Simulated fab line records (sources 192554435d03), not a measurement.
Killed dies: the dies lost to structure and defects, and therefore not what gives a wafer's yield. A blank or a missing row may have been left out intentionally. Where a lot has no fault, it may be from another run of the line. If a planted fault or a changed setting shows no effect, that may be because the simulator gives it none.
Split-lot trial / flow n5 finfet / 7 lots, 21 wafers read, on a route of 1938 steps

ON THE SPLIT
At N5_BEOL_M9_HM_DEP_02 (deposits TiN, target thk 20 nm), the setting target thk a was moved away from the recipe's 200 angstrom on 11 of the 21 wafers read, by -7.9% to +11.4%. This setting was run at the recipe's value on the other wafers.

Reading taken at the split's own step.

THE READING
TiN_of_BEOL_M9_HM_DEP_02.thk nm (the simulator's own value, which no gauge read), in nm, at N5_BEOL_M9_HM_DEP_02 (deposits TiN, target thk 20 nm). No usual value for it is given in the file. Here, 10 wafers ran the recipe; their average is 19.8 nm with a standard deviation of 0.22 nm.

wafer=L076.1; tool, chamber at the split=pvd sputter-01, -; target thk a as run, angstrom=200; against the recipe=recipe; TiN_of_BEOL_M9_HM_DEP_02.thk nm, nm=20.2; against lot-mates on the recipe=-
wafer=L076.2; tool, chamber at the split=pvd sputter-01, -; target thk a as run, angstrom=189.2; against the recipe=-5.4%; TiN_of_BEOL_M9_HM_DEP_02.thk nm, nm=18.8; against lot-mates on the recipe=-1.4
wafer=L076.4; tool, chamber at the split=pvd sputter-01, -; target thk a as run, angstrom=189.2; against the recipe=-5.4%; TiN_of_BEOL_M9_HM_DEP_02.thk nm, nm=18.6; against lot-mates on the recipe=-1.6
wafer=L078.2; tool, chamber at the split=pvd sputter-03, -; target thk a as run, angstrom=200; against the recipe=recipe; TiN_of_BEOL_M9_HM_DEP_02.thk nm, nm=19.6; against lot-mates on the recipe=-
wafer=L078.5; tool, chamber at the split=pvd sputter-03, -; target thk a as run, angstrom=200; against the recipe=recipe; TiN_of_BEOL_M9_HM_DEP_02.thk nm, nm=19.6; against lot-mates on the recipe=-
wafer=L078.3; tool, chamber at the split=pvd sputter-03, -; target thk a as run, angstrom=200; against the recipe=recipe; TiN_of_BEOL_M9_HM_DEP_02.thk nm, nm=20; against lot-mates on the recipe=-
wafer=L086.1; tool, chamber at the split=pvd sputter-02, -; target thk a as run, angstrom=200; against the recipe=recipe; TiN_of_BEOL_M9_HM_DEP_02.thk nm, nm=19.8; against lot-mates on the recipe=-
wafer=L086.3; tool, chamber at the split=pvd sputter-02, -; target thk a as run, angstrom=212.3; against the recipe=+6.2%; TiN_of_BEOL_M9_HM_DEP_02.thk nm, nm=21; against lot-mates on the recipe=+1.2
wafer=L086.6; tool, chamber at the split=pvd sputter-02, -; target thk a as run, angstrom=212.3; against the recipe=+6.2%; TiN_of_BEOL_M9_HM_DEP_02.thk nm, nm=21; against lot-mates on the recipe=+1.2
wafer=L085.4; tool, chamber at the split=pvd sputter-01, -; target thk a as run, angstrom=222.8; against the recipe=+11.4%; TiN_of_BEOL_M9_HM_DEP_02.thk nm, nm=22.4; against lot-mates on the recipe=no lot-mate on the recipe
wafer=L085.5; tool, chamber at the split=pvd sputter-01, -; target thk a as run, angstrom=222.8; against the recipe=+11.4%; TiN_of_BEOL_M9_HM_DEP_02.thk nm, nm=22.8; against lot-mates on the recipe=no lot-mate on the recipe
wafer=L085.6; tool, chamber at the split=pvd sputter-01, -; target thk a as run, angstrom=222.8; against the recipe=+11.4%; TiN_of_BEOL_M9_HM_DEP_02.thk nm, nm=22.6; against lot-mates on the recipe=no lot-mate on the recipe
wafer=L093.2; tool, chamber at the split=pvd sputter-02, -; target thk a as run, angstrom=200; against the recipe=recipe; TiN_of_BEOL_M9_HM_DEP_02.thk nm, nm=19.6; against lot-mates on the recipe=-
wafer=L093.4; tool, chamber at the split=pvd sputter-02, -; target thk a as run, angstrom=200; against the recipe=recipe; TiN_of_BEOL_M9_HM_DEP_02.thk nm, nm=19.6; against lot-mates on the recipe=-
wafer=L093.6; tool, chamber at the split=pvd sputter-02, -; target thk a as run, angstrom=200; against the recipe=recipe; TiN_of_BEOL_M9_HM_DEP_02.thk nm, nm=19.6; against lot-mates on the recipe=-
wafer=L092.1; tool, chamber at the split=pvd sputter-02, -; target thk a as run, angstrom=184.2; against the recipe=-7.9%; TiN_of_BEOL_M9_HM_DEP_02.thk nm, nm=18.6; against lot-mates on the recipe=-1.4
wafer=L092.2; tool, chamber at the split=pvd sputter-02, -; target thk a as run, angstrom=184.2; against the recipe=-7.9%; TiN_of_BEOL_M9_HM_DEP_02.thk nm, nm=18.4; against lot-mates on the recipe=-1.6
wafer=L092.5; tool, chamber at the split=pvd sputter-02, -; target thk a as run, angstrom=200; against the recipe=recipe; TiN_of_BEOL_M9_HM_DEP_02.thk nm, nm=20; against lot-mates on the recipe=-
wafer=L096.2; tool, chamber at the split=pvd sputter-02, -; target thk a as run, angstrom=184.2; against the recipe=-7.9%; TiN_of_BEOL_M9_HM_DEP_02.thk nm, nm=18.2; against lot-mates on the recipe=-1.8
wafer=L096.4; tool, chamber at the split=pvd sputter-02, -; target thk a as run, angstrom=184.2; against the recipe=-7.9%; TiN_of_BEOL_M9_HM_DEP_02.thk nm, nm=18.2; against lot-mates on the recipe=-1.8
wafer=L096.3; tool, chamber at the split=pvd sputter-02, -; target thk a as run, angstrom=200; against the recipe=recipe; TiN_of_BEOL_M9_HM_DEP_02.thk nm, nm=20; against lot-mates on the recipe=-

FIT RESULTS
A straight line over all 21 wafers: TiN_of_BEOL_M9_HM_DEP_02.thk nm changes by +0.217 nm for each +1% of target thk a; r = +0.98; the points scatter about the line by 0.25 nm.
The same after taking each lot's own level away (the mean of its wafers on the recipe; 18 wafers): +0.213 nm for each +1%; r = +0.98; scatter 0.17 nm.
According to that fit, moving target thk a by its largest amount changes the reading by 2.4 nm.
The span of the lots' own levels, 19.60 to 20.20 nm, comes to 2.7 times the standard deviation stated above.
Consequently the slope shifts little with the lot-to-lot level, the two slopes agreeing.
Check: -1.8 nm against its lot-mates is what the line predicts for one of the wafers moved furthest among these (-7.9%) when that wafer is left out of the fit. It came out at -1.4 nm against them.

THE OTHER SPLITS THESE WAFERS WENT THROUGH
Other splits were also applied to these wafers ahead of the reading. Each is held against what the fit with the lots' levels taken away leaves over:
other split on the same wafers=N5_BEOL_M6_EXPOSE_08 dose mj; wafers away from the commonest value=6; r with TiN_of_BEOL_M9_HM_DEP_02.thk nm (lot level and that fit taken away)=-0.19
other split on the same wafers=N5_BEOL_M7_ILD_DEP_00 time s; wafers away from the commonest value=12; r with TiN_of_BEOL_M9_HM_DEP_02.thk nm (lot level and that fit taken away)=+0.29
other split on the same wafers=N5_BEOL_M8_ETCH_62 source w; wafers away from the commonest value=5; r with TiN_of_BEOL_M9_HM_DEP_02.thk nm (lot level and that fit taken away)=+0.52

FILE'S OWN FIT
TiN_of_BEOL_M9_HM_DEP_02.thk nm changes by +0.217 nm for each +1% of target thk a, r = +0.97.
